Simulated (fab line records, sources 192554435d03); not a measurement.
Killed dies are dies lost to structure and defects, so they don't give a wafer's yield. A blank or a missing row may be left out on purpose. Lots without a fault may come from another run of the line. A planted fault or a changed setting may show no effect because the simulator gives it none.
A struck lot beside a sound one | flow n5_finfet | 14 steps out of a route of 1938
Sound: wafers L801.1, L801.3, L801.4. Struck: wafers L793.1, L793.2, L793.6. The cause comes at the end.
At each step with rows: each side's tool, then ch and its chambers, then its first start. Under that, the readings that differ: sound wafers | struck wafers | difference of the means | sigmas: that difference in standard deviations of wafers without a fault.
alike: readings whose means differ by less than 2 such deviations, and words and numbers that are the same on both sides. not compared: withheld readings, readings that some wafer has no value for, bounds like >300 that may hide the same value, and numbers for which the record gives no deviation and whose values overlap.
The two part at a step that has a row with sigmas, a row that says differs or no value, or rows on one side only. Numbers that don't overlap but have no deviation are shown without sigmas and don't part them. A reading that every wafer of one side lacks parts them only if that side has two wafers or more.

N5_WELL_APT_RTA_34: time 10 s.
  sound on rtp_anneal-01 ch 0, day 5 03:44; struck on rtp_anneal-01 ch 0, day 3 04:11
  alike: lamp_power_pct, lamp_zone_3_pct, wafer_temp_C_max
then, 4 steps without rows for these wafers: N5_WELL_APT_OXIDE_STRIP_42 (strips SiO2 in dHF, time 45 s, target depth 12 nm); N5_WELL_APT_PRECLEAN_36 (cleans in O3/DIW, time 45 s); N5_WELL_APT_PRECLEAN_39 (cleans in dHF, time 60 s); N5_WELL_APT_SRD_37 (time 30 s).
N5_WELL_APT_EPI_41: deposits Si from SiH4/H2, target thk 50 nm, time 297.7 s.
  sound on epi_rpcvd-01 ch 0, day 5 03:58; struck on epi_rpcvd-02 ch 0, day 3 04:26
  alike: throttle_valve_pct
N5_WELL_APT_INSPECT_38: inspects for defects (darkfield).
  sound on defect_inspect-01, day 5 04:37; struck on defect_inspect-02, day 3 05:16
  alike: raw_defect_count
N5_PMOS_HMC_CHANNEL_EPI_HM_DEP_34: deposits SiO2 from TEOS/O2, target thk 36 nm, time 6.9 s.
  sound on pecvd-02 ch 0,1, day 5 04:39; struck on pecvd-03 ch 0,1,2, day 3 05:19
  alike: heater_power_w, showerhead_plenum_p_Torr, throttle_valve_pct
then, 4 steps without rows for these wafers: N5_PMOS_HMC_CHANNEL_EPI_COAT_31 (time 60 s, resist thk 66 nm); N5_PMOS_HMC_CHANNEL_EPI_COAT_03 (resist thk 205 nm); N5_PMOS_HMC_CHANNEL_EPI_EBR_05; N5_PMOS_HMC_CHANNEL_EPI_SOFTBAKE_04 (time 60 s).
N5_PMOS_HMC_CHANNEL_EPI_EXPOSE_06: exposes mask PMOS HMC BLK, target cd 240 nm.
  sound on arfi_scanner-01 ch 0, day 5 04:56; struck on arfi_scanner-03, day 3 05:35
  no value came back on the struck wafers for exposure_dose_mJ_cm2, focus_offset_nm (nm); on the sound wafers exposure_dose_mJ_cm2 reads 40.95 41.00 40.90
  alike: mask
then, 1 step without rows for these wafers: N5_PMOS_HMC_CHANNEL_EPI_PEB_07 (peb time 60 s).

WHERE THEY PART
Only at N5_PMOS_HMC_CHANNEL_EPI_EXPOSE_06, within this record.

WHY: what the simulator had put in
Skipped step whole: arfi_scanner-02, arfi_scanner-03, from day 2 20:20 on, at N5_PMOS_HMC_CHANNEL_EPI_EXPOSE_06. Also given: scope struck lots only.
